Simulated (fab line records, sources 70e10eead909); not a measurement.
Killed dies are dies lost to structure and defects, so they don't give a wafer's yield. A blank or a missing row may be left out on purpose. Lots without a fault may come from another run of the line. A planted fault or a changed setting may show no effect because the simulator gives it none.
Which tool did it? | flow nand_harc | 6 lots, 18 wafers sampled, at 4 steps of a route of 1302

WHAT THE GAUGES READ, wafer by wafer
NHARC_P_M2_INSPECT_11.
lot  | measured     | on                | raw_defect_count
L951 | day 7 20:36  | defect_inspect-02 | 7 8 10
L953 | day 8 11:44  | defect_inspect-01 | 4 8 3
L955 | day 9 08:46  | defect_inspect-01 | 3 6 1
L960 | day 11 04:17 | defect_inspect-02 | 5 3 3
L963 | day 12 12:44 | defect_inspect-01 | 11 8 10
L969 | day 15 07:59 | defect_inspect-02 | 632 603 610

WHICH TOOL RAN EACH LOT (tool, then ch and the chambers of the sampled wafers, then the start)
lot  | NHARC_P_M1_DESCUM_14               | NHARC_P_M1_ANNEAL_31             | NHARC_P_M1_DEP_33
L951 | rie_diel-07 ch 2,3, day 7 16:30    | rtp_anneal-01 ch 0, day 7 18:19  | pecvd-04 ch 0,1, day 7 19:19
L953 | rie_diel-09 ch 1,2,3, day 8 07:37  | rtp_anneal-02 ch 0, day 8 09:31  | pecvd-03 ch 0,1, day 8 10:26
L955 | rie_diel-07 ch 0,2,3, day 9 04:49  | rtp_anneal-02 ch 0, day 9 06:36  | pecvd-03 ch 0,1, day 9 07:34
L960 | rie_diel-07 ch 1,2,3, day 11 00:12 | rtp_anneal-02 ch 0, day 11 01:59 | pecvd-03 ch 0,2, day 11 02:59
L963 | rie_diel-07 ch 2,3, day 12 08:17   | rtp_anneal-02 ch 0, day 12 10:31 | pecvd-01 ch 1,2, day 12 11:29
L969 | rie_diel-09 ch 0,1,3, day 15 03:52 | rtp_anneal-02 ch 0, day 15 05:42 | pecvd-03 ch 0,1, day 15 06:39
- NHARC_P_M1_DESCUM_14: chemistry O2, time 3 s.
- NHARC_P_M1_ANNEAL_31: time 90 s.
- NHARC_P_M1_DEP_33: deposits SiCN, target thk 30 nm.

THE ANSWER, worked out from the rows above alone
Rule: what is usual is taken from the lots themselves. Put in order of their means at a reading, lots are off if they are a third of the lots or fewer, leave a main group of 4 or more, and stand apart from it by a gap of 3 or more times the standard deviation of the main group's means; of several such gaps the widest counts. A main group whose means are all the same, to the digits that the tables above print for the reading, isn't used. A lot without any number at a reading at which 4 lots or more have one is off too. The other lots that the step has rows for count as sound.
Off: L969, at NHARC_P_M2_INSPECT_11 (raw_defect_count). The main group: mean 6.0, standard deviation 2.5.
A tool fits if, at a process step before that reading, it ran every lot that is off, and no sound lot after the first of them. The gauges at NHARC_P_M2_INSPECT_11 are tried like those tools. Can't be told from this: 4 tools fit, rie_diel-09 at NHARC_P_M1_DESCUM_14, rtp_anneal-02 at NHARC_P_M1_ANNEAL_31, pecvd-03 at NHARC_P_M1_DEP_33, defect_inspect-02 at NHARC_P_M2_INSPECT_11.

WHAT THE SIMULATOR HAD PUT IN
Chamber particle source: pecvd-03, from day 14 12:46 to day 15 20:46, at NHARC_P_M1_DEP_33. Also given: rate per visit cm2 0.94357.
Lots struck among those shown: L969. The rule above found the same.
